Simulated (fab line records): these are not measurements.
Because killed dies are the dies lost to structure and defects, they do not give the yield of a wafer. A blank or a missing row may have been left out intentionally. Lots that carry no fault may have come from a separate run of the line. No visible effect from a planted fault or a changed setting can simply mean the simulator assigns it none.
Comparing a struck lot with a sound one ; flow n5_finfet ; 18 out of 1938 route steps
Sound: the wafers L921.1, L921.2, L921.5. Struck: wafers L931.1, L931.2, L931.4. The cause is given at the end.
Each step with rows lists, per side, the tool, then ch with its chambers, then its first start. Under that, the readings that differ: sound wafers ; struck wafers ; difference of the means ; sigmas: that difference in standard deviations of wafers without a fault.
alike: words and numbers the same on both sides, and readings whose means are apart by under 2 such deviations; not compared: readings that were withheld, readings missing a value for some wafer, numbers with overlapping values and no deviation given by the record, and bounds like >300 which may hide the same value.
A row with sigmas, a row that says differs or no value, or rows on one side alone: a step with any of these is where the two part. Numbers that don't overlap but have no deviation are shown without sigmas and don't part them. A reading missing from all wafers of one side parts the sides only when that side holds two or more wafers.

N5_BEOL_M10_ETCH_61: etches SiARC in CF4, target depth 39 nm, time 65 s.
  sound on rie_diel-03 ch 1,2, day 10 18:01; struck on rie_diel-01 ch 0,1,2, day 13 21:01
  alike: drypump_motor_current_A, etch_rf_on_time_s, oes_product_au, rf_fwd_power_W, rf_vpp_V, showerhead_plenum_p_Torr, throttle_valve_pct
  not compared: rf_hours_counter_h
N5_BEOL_M10_ETCH_62: etches SOC in N2/H2, target depth 110 nm, overetch 22 nm, time 165 s.
  sound on rie_diel-03 ch 1,2, day 10 18:04; struck on rie_diel-01 ch 0,1,2, day 13 21:04
reading;sound;struck;difference;sigmas
showerhead_plenum_p_Torr (Torr);2.37 2.43 2.37;2.64 2.51 2.56;+0.18;+2
  alike: drypump_motor_current_A, h2_flow_sccm, oes_product_au, rf_fwd_power_W, rf_vpp_V, throttle_valve_pct
  not compared: rf_hours_counter_h
then, 1 step without rows for these wafers: N5_BEOL_M10_STRIP_68 (strips in N2/H2).
N5_BEOL_M10_STRIP_67: strips in CF4.
  sound on rie_diel-03 ch 1,2, day 10 18:12; struck on rie_diel-01 ch 0,1,2, day 13 21:12
reading;sound;struck;difference;sigmas
rf_vpp_V (V);268.3 267.9 268.3;273.6 270.3 271.6;+3.7;+2
  alike: drypump_motor_current_A, oes_product_au, showerhead_plenum_p_Torr, throttle_valve_pct
  not compared: rf_hours_counter_h
N5_BEOL_M10_HM_OPEN_17: chemistry Cl2/BCl3, target TiN, target depth 20 nm, overetch 6 nm.
  sound on rie_metal-03 ch 0,1, day 10 18:14; struck on rie_metal-01 ch 0,1, day 13 21:15
  alike: drypump_motor_current_A, oes_product_au, rf_fwd_power_W, throttle_valve_pct
  not compared: rf_hours_counter_h
N5_BEOL_M10_STRIP_19: strips in O2.
  sound on rie_diel-05 ch 0,1,3, day 10 18:21; struck on rie_diel-01 ch 0,1, day 13 21:22
  alike: drypump_motor_current_A, oes_product_au, rf_vpp_V, showerhead_plenum_p_Torr, throttle_valve_pct
  not compared: rf_hours_counter_h
N5_BEOL_M10_CD_MEAS_18: pitch 140 nm, target cd 70 nm.
  sound on cd_sem-01, day 10 18:25; struck on cd_sem-03, day 13 21:26
  alike: cd_nm
then, 5 steps without rows for these wafers: N5_BEOL_M10_COAT_63 (time 60 s, resist thk 100 nm); N5_BEOL_M10_COAT_64 (time 60 s, resist thk 30 nm); N5_BEOL_M10_COAT_22 (resist thk 90 nm); N5_BEOL_M10_EBR_24; N5_BEOL_M10_SOFTBAKE_23 (time 60 s).
N5_BEOL_M10_EXPOSE_25: exposes mask V9.
  sound on arfi_scanner-01 ch 0, day 10 21:35; struck on arfi_scanner-02 ch 0, day 13 23:19
reading;sound;struck;difference;sigmas
exposure_dose_mJ_cm2;85.47 85.41 85.49;78.85 78.79 78.67;-6.69;-72
  alike: mask, focus_offset_nm
then, 2 steps without rows for these wafers: N5_BEOL_M10_PEB_26 (peb time 60 s); N5_BEOL_M10_DEVELOP_27 (develop time 30 s).
N5_BEOL_M10_CD_MEAS_28 targets a cd of 70 nm.
  sound on cd_sem-02 ch 0, day 10 21:43; struck on cd_sem-03 ch 0, day 13 23:26
reading;sound;struck;difference;sigmas
cd_nm (nm);68.3 71.2 70.6;60.8 63.6 62.2;-7.8;-7
N5_BEOL_M10_OVL_MEAS_29:
  sound on overlay-02 ch 0, day 10 21:45; struck on overlay-01 ch 0, day 13 23:28
  alike: V9_OVL
-- here the record skips 2 days between the struck wafers' starts before and after, leaving off in module BEOL_M10 and picking up in module PASSIVATION (first step shown: number 1936 of the route) --
N5_PASSIVATION_PROBE_49:
  rows exist in the record for the struck wafers here (prober-02, day 16 01:05), but not for the sound ones

WHERE THEY PART
First at N5_BEOL_M10_ETCH_62; last, within this record, at N5_PASSIVATION_PROBE_49.

WHY: what had been put in by the simulator
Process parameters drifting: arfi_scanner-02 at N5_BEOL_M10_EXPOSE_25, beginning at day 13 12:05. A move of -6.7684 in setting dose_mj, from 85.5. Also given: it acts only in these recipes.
